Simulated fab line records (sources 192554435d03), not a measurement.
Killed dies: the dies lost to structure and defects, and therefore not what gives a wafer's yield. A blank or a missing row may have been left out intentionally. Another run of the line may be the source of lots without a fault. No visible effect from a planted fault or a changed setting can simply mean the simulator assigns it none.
Split-lot study + flow n5_finfet + on a route of 1938 steps: 7 lots, 21 wafers read

ABOUT THE SPLIT
At N5_BEOL_M12_PEB_08 (peb time 90 s), the setting peb_time_s was moved away from the recipe's 90 s on 8 of the 21 wafers read, by -17.5% to +19.2%. This setting was run at the recipe's value on the other wafers.

FROM THE SPLIT TO THE READING: what the file shows between them, 8 steps
- N5_BEOL_M12_DEVELOP_09: develop time 45 s
- N5_BEOL_M12_HARDBAKE_14: time 120 s
- N5_BEOL_M12_CD_MEAS_10: target cd 140 nm
- N5_BEOL_M12_ETCH_59: etches BARC in N2/H2, target depth 89 nm, overetch 26.7 nm, time 67.9 s (also split here: h2_flow_sccm)
- N5_BEOL_M12_VIA_ETCH_16: etches SiOC in C4F8/O2/Ar, target depth 724.8 nm
- N5_BEOL_M12_STRIP_63: strips in N2/H2
- N5_BEOL_M12_STRIP_71: strips in post etch residue remover, time 60 s
- N5_BEOL_M12_SRD_72: time 30 s, dry time 30 s

THE READING
cd_nm at N5_BEOL_M12_CD_MEAS_17, given in nm (cd target 140 nm). On this fab line, fault-free wafers typically give 140.9 nm with a standard deviation of 1.5 nm.

| wafer  | tool, chamber at the split | peb_time_s as run, s | against the recipe | cd_nm, nm | against lot-mates on the recipe |
|--------|----------------------------|----------------------|--------------------|-----------|---------------------------------|
| L076.2 | litho_track-04, 0          | 90                   | recipe             | 142.0     | -                               |
| L076.4 | litho_track-04, 0          | 104.7                | +16.3%             | 146.1     | +5.1                            |
| L076.5 | litho_track-04, 0          | 90                   | recipe             | 140.0     | -                               |
| L082.1 | litho_track-05, 0          | 90                   | recipe             | 139.1     | -                               |
| L082.2 | litho_track-05, 0          | 90                   | recipe             | 141.1     | -                               |
| L082.3 | litho_track-05, 0          | 90                   | recipe             | 139.2     | -                               |
| L088.4 | litho_track-04, 0          | 90                   | recipe             | 142.0     | -                               |
| L088.5 | litho_track-04, 0          | 90                   | recipe             | 143.2     | -                               |
| L088.6 | litho_track-04, 0          | 107.3                | +19.2%             | 148.2     | +5.6                            |
| L087.2 | litho_track-05, 0          | 90                   | recipe             | 140.0     | -                               |
| L087.3 | litho_track-05, 0          | 90                   | recipe             | 139.1     | -                               |
| L087.6 | litho_track-05, 0          | 90                   | recipe             | 140.9     | -                               |
| L086.2 | litho_track-02, 0          | 74.23                | -17.5%             | 134.4     | no lot-mate on the recipe       |
| L086.5 | litho_track-02, 0          | 74.23                | -17.5%             | 133.9     | no lot-mate on the recipe       |
| L086.6 | litho_track-02, 0          | 74.23                | -17.5%             | 136.0     | no lot-mate on the recipe       |
| L089.1 | litho_track-05, 0          | 90                   | recipe             | 139.1     | -                               |
| L089.5 | litho_track-05, 0          | 79                   | -12.2%             | 136.4     | -2.5                            |
| L089.6 | litho_track-05, 0          | 90                   | recipe             | 138.7     | -                               |
| L091.3 | litho_track-04, 0          | 90                   | recipe             | 141.9     | -                               |
| L091.4 | litho_track-04, 0          | 84.4                 | -6.2%              | 138.2     | -3.7                            |
| L091.5 | litho_track-04, 0          | 84.4                 | -6.2%              | 140.5     | -1.4                            |

FIT RESULTS
A straight line over all 21 wafers: cd_nm changes by +0.343 nm for each +1% of peb_time_s; r = +0.93; the points scatter about the line by 1.3 nm.
The same after taking each lot's own level away (the mean of its wafers on the recipe; 18 wafers): +0.293 nm for each +1%; r = +0.93; scatter 0.86 nm.
On that fit, the largest move of peb_time_s shifts the reading by 5.6 nm.
From 138.90 to 142.60 nm: that is the span of the lots' own levels, equal to 2.5 times the standard deviation above.
So the lot-to-lot level changes the slope: the two fits differ.
Check: for one of the wafers moved furthest among these (+19.2%), held out of the fit, the line's prediction against its lot-mates is +5.67 nm. Against them it came out at +5.6 nm.

OTHER SPLITS APPLIED TO THESE WAFERS
Other splits were also applied to these wafers ahead of the reading. Each is held against what the fit with the lots' levels taken away leaves over:
| other split on the same wafers   | wafers away from the commonest value | r with cd_nm (lot level and that fit taken away) |
|----------------------------------|--------------------------------------|--------------------------------------------------|
| N5_BEOL_M11_COAT_05 spin_rpm     | 7                                    | +0.21                                            |
| N5_BEOL_M12_ETCH_59 h2_flow_sccm | 2                                    | -0.06                                            |

THE WHOLE CHAIN: every reading that the file lists as answering this split, in the file's order
| step                   | what it does     | reading | change (the file's fit)               | r (the file's) |
|------------------------|------------------|---------|---------------------------------------|----------------|
| N5_BEOL_M12_CD_MEAS_10 | target cd 140 nm | cd_nm   | +0.278 nm for each +1% of the setting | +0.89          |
| N5_BEOL_M12_CD_MEAS_17 | target cd 140 nm | cd_nm   | +0.288 nm for each +1% of the setting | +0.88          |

THE FILE'S OWN FIT
cd_nm changes by +0.288 nm for each +1% of peb_time_s, r = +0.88.
